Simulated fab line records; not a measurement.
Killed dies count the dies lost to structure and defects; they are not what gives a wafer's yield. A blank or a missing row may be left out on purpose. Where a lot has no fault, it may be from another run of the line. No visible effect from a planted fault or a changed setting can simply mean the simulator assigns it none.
Which tool is to blame? | flow n5-finfet | 12 lots with 36 wafers sampled at 5 steps, on a route of 1938 steps

## WHAT THE GAUGES SHOWED, per wafer
N5_BEOL_M7_OCD_MEAS_38.
lot  | measured     | on     | trench-depth-nm (nm)
L075 | day 9 08:52  | ocd-02 | 92.8 93.1 93.3
L078 | day 9 13:25  | ocd-02 | 92.8 94.8 94.0
L079 | day 10 04:19 | ocd-02 | 93.8 94.6 93.7
L082 | day 11 02:12 | ocd-02 | 90.6 92.5 92.3
L083 | day 11 06:17 | ocd-02 | 94.9 93.1 92.1
L086 | day 11 21:10 | ocd-02 | 95.2 92.8 93.9
L087 | day 12 01:54 | ocd-01 | 91.8 93.9 90.4
L089 | day 13 10:35 | ocd-01 | 92.6 93.2 94.2
L092 | day 13 13:10 | ocd-02 | 93.6 92.7 92.2
L093 | day 14 02:26 | ocd-02 | 93.1 93.1 94.0
L097 | day 15 01:04 | ocd-02 | 93.9 94.7 93.5
L095 | day 15 01:01 | ocd-01 | 93.1 92.3 94.0

## EACH LOT AND THE TOOL THAT RAN IT (in order: tool; ch and the chambers of the sampled wafers; start)
lot  | N5_BEOL_M6_ETCH_66                 | N5_BEOL_M6_STRIP_80                           | N5_BEOL_M6_ANNEAL_51             | N5_BEOL_M7_TRENCH_ETCH_37
L075 | rie-diel-03 ch 0,2, day 9 01:49    | rie-diel-03 ch 0,2, day 9 03:49 or earlier    | rtp-anneal-01 ch 0, day 9 03:49  | rie-diel-02 ch 0,1,2, day 9 08:52 or earlier
L078 | rie-diel-01 ch 0,1,2, day 9 05:41  | rie-diel-01 ch 0,1,2, day 9 08:10 or earlier  | rtp-anneal-02 ch 0, day 9 08:10  | rie-diel-02 ch 0,2,3, day 9 13:25 or earlier
L079 | rie-diel-03 ch 0,1,3, day 9 20:43  | rie-diel-03 ch 0,1,3, day 9 22:50 or earlier  | rtp-anneal-02 ch 0, day 9 22:50  | rie-diel-02 ch 0,1,3, day 10 04:19 or earlier
L082 | rie-diel-01 ch 1,2,3, day 10 15:55 | rie-diel-01 ch 1,2,3, day 10 18:56 or earlier | rtp-anneal-02 ch 0, day 10 18:56 | rie-diel-06 ch 0,3, day 11 02:12 or earlier
L083 | rie-diel-04 ch 0,1,3, day 10 21:32 | rie-diel-04 ch 0,1,3, day 11 01:32 or earlier | rtp-anneal-01 ch 0, day 11 01:32 | rie-diel-02 ch 0,2,3, day 11 06:17 or earlier
L086 | rie-diel-01 ch 2,3, day 11 14:34   | rie-diel-01 ch 2,3, day 11 16:59 or earlier   | rtp-anneal-01 ch 0, day 11 16:59 | rie-diel-02 ch 0,2,3, day 11 21:10 or earlier
L087 | rie-diel-03 ch 0,2,3, day 11 17:54 | rie-diel-03 ch 0,2,3, day 11 21:46 or earlier | rtp-anneal-01 ch 0, day 11 21:46 | rie-diel-05 ch 0,1,3, day 12 01:54 or earlier
L089 | rie-diel-04 ch 0,3, day 13 03:04   | rie-diel-04 ch 0,3, day 13 05:13 or earlier   | rtp-anneal-02 ch 0, day 13 05:13 | rie-diel-05 ch 0,1, day 13 10:35 or earlier
L092 | rie-diel-04 ch 0,3, day 13 05:49   | rie-diel-04 ch 0,3, day 13 09:09 or earlier   | rtp-anneal-02 ch 0, day 13 09:09 | rie-diel-02 ch 1,2,3, day 13 13:10 or earlier
L093 | rie-diel-01 ch 1,2, day 13 15:47   | rie-diel-01 ch 1,2, day 13 18:30 or earlier   | rtp-anneal-01 ch 0, day 13 18:30 | rie-diel-06 ch 0,3, day 14 02:26 or earlier
L097 | rie-diel-04 ch 0,3, day 14 15:08   | rie-diel-04 ch 0,3, day 14 18:52 or earlier   | rtp-anneal-02 ch 0, day 14 18:52 | rie-diel-06 ch 2,3, day 15 01:04 or earlier
L095 | rie-diel-03 ch 0,2,3, day 14 15:29 | rie-diel-03 ch 0,2,3, day 14 19:10 or earlier | rtp-anneal-01 ch 0, day 14 19:10 | rie-diel-02 ch 0,3, day 15 01:01 or earlier
- N5_BEOL_M6_ETCH_66: etches SOC in N2/H2, target depth 80 nm, overetch 16 nm, time 120 s.
- N5_BEOL_M6_STRIP_80: strips in N2/H2, time 10 s.
- N5_BEOL_M6_ANNEAL_51: time 90 s.
- N5_BEOL_M7_TRENCH_ETCH_37: etches SiCOH lowk in C4F6/O2, target depth 93.478 nm, time 31.2 s.

## THE ANSWER, worked out from the rows above alone
Rule: the lots themselves supply what counts as usual. The widest of any qualifying gaps counts: lots, ordered by their means at a reading, are off when they make up no more than a third of the lots, leave a main group of 4 or more, and stand apart from it by 3 or more times the standard deviation of that group's means. The tables above print the reading to a certain number of digits; a main group whose means all agree to those digits is not used. Also off: a lot with no number at a reading for which 4 or more lots have one. All remaining lots with rows at the step are treated as sound.
Nothing can be told from this: no lot is off at any reading shown.

## WHAT THE SIMULATOR HAD INSERTED
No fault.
